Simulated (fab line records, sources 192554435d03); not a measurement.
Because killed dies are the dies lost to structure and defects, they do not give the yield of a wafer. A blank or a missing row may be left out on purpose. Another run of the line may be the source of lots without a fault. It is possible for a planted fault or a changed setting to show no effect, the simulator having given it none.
Matching of chambers / flow n5Finfet / N5_BEOL_M3_DEP_57 on pecvd-04: 3 sister chambers
The step deposits SiCN from 3MS/NH3, target thk 8 nm, time 14 s. 16 wafers are shown with their chamber, then 8 later ones without.

WAFERS, EACH WITH ITS CHAMBER
wafer=L075.1; chamber=0; throttleValvePct (%)=9.2; showerheadPlenumPTorr (Torr)=3.668
wafer=L075.2; chamber=1; throttleValvePct (%)=9.1; showerheadPlenumPTorr (Torr)=3.661
wafer=L075.6; chamber=0; throttleValvePct (%)=9.0; showerheadPlenumPTorr (Torr)=3.653
wafer=L077.2; chamber=1; throttleValvePct (%)=9.1; showerheadPlenumPTorr (Torr)=3.667
wafer=L077.5; chamber=0; throttleValvePct (%)=9.4; showerheadPlenumPTorr (Torr)=3.655
wafer=L077.6; chamber=1; throttleValvePct (%)=9.1; showerheadPlenumPTorr (Torr)=3.661
wafer=L080.2; chamber=0; throttleValvePct (%)=9.0; showerheadPlenumPTorr (Torr)=3.660
wafer=L080.3; chamber=1; throttleValvePct (%)=9.2; showerheadPlenumPTorr (Torr)=3.659
wafer=L080.4; chamber=1; throttleValvePct (%)=9.2; showerheadPlenumPTorr (Torr)=3.675
wafer=L081.4; chamber=2; throttleValvePct (%)=9.1; showerheadPlenumPTorr (Torr)=3.664
wafer=L081.5; chamber=1; throttleValvePct (%)=9.2; showerheadPlenumPTorr (Torr)=3.667
wafer=L081.6; chamber=0; throttleValvePct (%)=9.2; showerheadPlenumPTorr (Torr)=3.658
wafer=L082.2; chamber=2; throttleValvePct (%)=8.8; showerheadPlenumPTorr (Torr)=3.658
wafer=L082.4; chamber=0; throttleValvePct (%)=9.1; showerheadPlenumPTorr (Torr)=3.656
wafer=L082.5; chamber=1; throttleValvePct (%)=9.2; showerheadPlenumPTorr (Torr)=3.652
wafer=L083.1; chamber=2; throttleValvePct (%)=9.0; showerheadPlenumPTorr (Torr)=3.662

SIGNATURES, as means of the wafers listed above
reading=throttleValvePct; chamber 0=9.150; chamber 1=9.157; chamber 2=8.967; scatter within a chamber=0.117
reading=showerheadPlenumPTorr; chamber 0=3.65833; chamber 1=3.66314; chamber 2=3.66133; scatter within a chamber=0.00608
Rule: a wafer's distance from a chamber is the root of the sum, over the readings, of the square of ((its reading less the chamber's mean) divided by the reading's scatter). If the next closest chamber is less than 2 further off than the closest, the wafer can't be placed; otherwise it belongs to the closest. The scatter: the root of (the sum of the squares of (reading less its chamber's mean) over the shown wafers, divided by (wafers less chambers)).

WAFERS MISSING THEIR CHAMBER
wafer=L083.2; throttleValvePct (%)=9.1; showerheadPlenumPTorr (Torr)=3.653
wafer=L083.3; throttleValvePct (%)=8.9; showerheadPlenumPTorr (Torr)=3.663
wafer=L092.3; throttleValvePct (%)=9.0; showerheadPlenumPTorr (Torr)=3.658
wafer=L092.4; throttleValvePct (%)=9.3; showerheadPlenumPTorr (Torr)=3.664
wafer=L092.5; throttleValvePct (%)=9.3; showerheadPlenumPTorr (Torr)=3.660
wafer=L095.2; throttleValvePct (%)=9.2; showerheadPlenumPTorr (Torr)=3.663
wafer=L095.3; throttleValvePct (%)=9.2; showerheadPlenumPTorr (Torr)=3.660
wafer=L095.6; throttleValvePct (%)=8.9; showerheadPlenumPTorr (Torr)=3.660

WHICH CHAMBER EACH WENT THROUGH
wafer=L083.2; from the rows above=can't be placed: 0 or 1 or 2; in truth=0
wafer=L083.3; from the rows above=can't be placed: 2 or 1 or 0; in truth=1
wafer=L092.3; from the rows above=can't be placed: 2 or 0 or 1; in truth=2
wafer=L092.4; from the rows above=can't be placed: 1 or 0 or 2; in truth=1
wafer=L092.5; from the rows above=can't be placed: 0 or 1 or 2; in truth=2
wafer=L095.2; from the rows above=can't be placed: 1 or 0 or 2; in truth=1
wafer=L095.3; from the rows above=can't be placed: 0 or 1 or 2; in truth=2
wafer=L095.6; from the rows above=can't be placed: 2 or 0 or 1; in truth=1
Placed correctly: 0 of 8. Can't be placed from these rows: 8 (the true chamber is among the candidates in 8). 0 placed wrongly.
